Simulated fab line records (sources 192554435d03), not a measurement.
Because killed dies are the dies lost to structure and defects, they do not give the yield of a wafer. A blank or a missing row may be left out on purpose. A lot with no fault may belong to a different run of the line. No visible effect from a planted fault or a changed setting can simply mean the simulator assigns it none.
Comparing a struck lot with a sound one	flow n5 finfet	19 out of 1938 route steps
Sound: wafers L139.1, L139.3, L139.4. The struck wafers were L137.1, L137.3, L137.4. The cause is given at the end.
Per side, at each step with rows, come the tool, then ch with its chambers, and then its first start. Under that, the readings that differ: sound wafers	struck wafers	difference of the means	sigmas: that difference in standard deviations of wafers without a fault.
alike: same words and numbers on both sides, and readings whose means sit less than 2 such deviations apart. not compared: any withheld reading, any reading some wafer has no value for, any bound like >300 that may hide the same value, and any number with overlapping values for which the record gives no deviation.
Wherever a step has rows on one side only, a row that says differs or no value, or a row with sigmas, the two part there. When numbers do not overlap yet have no deviation, they are printed without sigmas and do not part them. A reading missing from all wafers of one side parts the sides only when that side holds two or more wafers.

first, 2 steps without rows for these wafers: N5_BEOL_M4_STRIP_65 (strips in N2/H2); N5_BEOL_M4_STRIP_75 (strips in N2/H2).
N5_BEOL_M4_STRIP_66: strips in CF4.
  sound on rie diel-02 ch 0,1,3, day 10 10:50; struck on rie diel-06 ch 1,2,3, day 10 03:12
  alike: drypump motor current A, oes product au, rf vpp V, showerhead plenum p Torr, throttle valve pct
  not compared: rf hours counter h
N5_BEOL_M4_HM_OPEN_17: chemistry Cl2/BCl3, target TiN, target depth 20 nm, overetch 6 nm.
  sound on rie metal-02 ch 0,1, day 10 10:52; struck on rie metal-03 ch 0,1, day 10 03:14
  alike: drypump motor current A, oes product au, throttle valve pct
  not compared: rf hours counter h
N5_BEOL_M4_STRIP_19: strips in O2.
  sound on rie diel-06 ch 0,2,3, day 10 11:01; struck on rie diel-01 ch 1,2,3, day 10 03:23
  alike: drypump motor current A, oes product au, rf vpp V, showerhead plenum p Torr, throttle valve pct
  not compared: rf hours counter h
N5_BEOL_M4_CD_MEAS_18: pitch 36 nm, target cd 18 nm.
  sound: cd sem-03 at day 10 11:05; struck: cd sem-02 at day 10 03:28
reading	sound	struck	difference	sigmas
cd nm (nm)	18.04 18.87 18.50	17.67 17.76 17.80	-0.73	-2
then, 6 steps without rows for these wafers: N5_BEOL_M4_COAT_67 (time 60 s, resist thk 60 nm); N5_BEOL_M4_COAT_68 (time 60 s, resist thk 12 nm); N5_BEOL_M4_COAT_76 (time 60 s, resist thk 5 nm); N5_BEOL_M4_COAT_22 (resist thk 30 nm); N5_BEOL_M4_EBR_24; N5_BEOL_M4_SOFTBAKE_23 (time 60 s).
N5_BEOL_M4_EXPOSE_25: exposes mask V3, defocus 5 nm.
  sound on euv scanner-01 ch 0, day 10 11:23; struck on euv scanner-02 ch 0, day 10 03:38
reading	sound	struck	difference	sigmas
exposure dose mJ cm2	62.85 62.77 62.82	66.14 66.12 66.12	+3.31	+64
reticle temp C (C)	23.19 23.12 23.20	22.90 22.81 22.76	-0.35	-3
  alike: mask
then, 2 steps without rows for these wafers: N5_BEOL_M4_PEB_26 (peb time 60 s); N5_BEOL_M4_DEVELOP_27 (develop time 30 s).
N5_BEOL_M4_CD_MEAS_28: target cd 26.2 nm, target cd y 24.1 nm.
  sound on cd sem-01 ch 0, day 10 11:32; struck on cd sem-01 ch 0, day 10 03:47
reading	sound	struck	difference	sigmas
cd nm (nm)	26.64 26.03 26.32	27.08 27.05 27.10	+0.75	+3
N5_BEOL_M4_OVL_MEAS_29:
  sound on overlay-02 ch 0, day 10 11:34; struck on overlay-02 ch 0, day 10 03:49
  alike: V3_OVL
N5_BEOL_M4_RC_MEAS_101:
  sound on prober-02 ch 0, day 11 01:59; struck on prober-02 ch 0, day 10 17:52
reading	sound	struck	difference	sigmas
DIBL_P (mV/V)	39.7 39.2 40.3	33.3 36.2 33.6	-5.4	-3
SS_P (mV/dec)	74.6 74.4 74.1	72.4 73.5 72.3	-1.6	-3
  alike: DIBL_N, IOFF_N, IOFF_P, ION_N, ION_P, SS_N, VT_N, VT_P
following that, these wafers have no rows for 1 step: N5_PASSIVATION_PROBE_49.

== WHERE THEY PART ==
First at N5_BEOL_M4_CD_MEAS_18; last, within this record, at N5_BEOL_M4_RC_MEAS_101.

WHY: whatever the simulator had introduced
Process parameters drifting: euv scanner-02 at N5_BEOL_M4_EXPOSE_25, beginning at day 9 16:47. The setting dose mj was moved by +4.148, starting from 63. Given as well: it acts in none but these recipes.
